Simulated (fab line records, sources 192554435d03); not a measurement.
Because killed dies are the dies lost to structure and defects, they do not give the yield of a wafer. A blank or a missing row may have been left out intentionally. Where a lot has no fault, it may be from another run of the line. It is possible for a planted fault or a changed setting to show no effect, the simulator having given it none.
Matching of chambers + flow n5 finfet + N5_ILD0_LINER_00 on ald sin-01: 4 sister chambers
The step material SiNx, target thk 4 nm, pulse time 1 s, purge time 2 s. 4 wafers are shown with their chamber, then 12 later ones without.

## WAFERS PAIRED WITH THEIR CHAMBERS
| wafer  | chamber | heater power w (W) |
|--------|---------|--------------------|
| L080.2 | 0       | 693                |
| L088.1 | 3       | 798                |
| L088.4 | 2       | 817                |
| L088.5 | 1       | 768                |

## WAFERS WHOSE CHAMBER IS MISSING
| wafer  | heater power w (W) |
|--------|--------------------|
| L090.3 | 821                |
| L090.4 | 819                |
| L090.6 | 807                |
| L092.2 | 708                |
| L092.3 | 766                |
| L092.4 | 793                |
| L094.1 | 795                |
| L094.2 | 846                |
| L094.4 | 776                |
| L096.3 | 819                |
| L096.5 | 754                |
| L096.6 | 809                |

## WHICH CHAMBER EACH WENT THROUGH
| wafer  | from the rows above          | in truth |
|--------|------------------------------|----------|
| L090.3 | can't be placed: 2 or 3      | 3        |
| L090.4 | can't be placed: 2 or 3      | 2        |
| L090.6 | can't be placed: 3 or 2      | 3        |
| L092.2 | 0                            | 0        |
| L092.3 | 1                            | 1        |
| L092.4 | can't be placed: 3 or 2 or 1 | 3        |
| L094.1 | can't be placed: 3 or 2      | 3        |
| L094.2 | can't be placed: 2 or 3      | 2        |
| L094.4 | can't be placed: 1 or 3      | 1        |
| L096.3 | can't be placed: 2 or 3      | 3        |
| L096.5 | 1                            | 1        |
| L096.6 | can't be placed: 2 or 3      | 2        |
Correct placement for 3 of the 12. Can't be placed from these rows: 9 (the true chamber is among the candidates in 9). Number placed wrongly: 0.
How it was worked out, from the rows above alone: a wafer's distance from a chamber is the root of the sum, over the readings, of the square of ((its reading less the chamber's mean) divided by the reading's scatter). If the next closest chamber is less than 2 further off than the closest, the wafer can't be placed; otherwise it belongs to the closest. For every chamber, the mean is computed from those of its wafers that are shown. The scatter: root of mean squared gap, hidden wafer to nearest shown wafer, with one shown wafer a chamber.
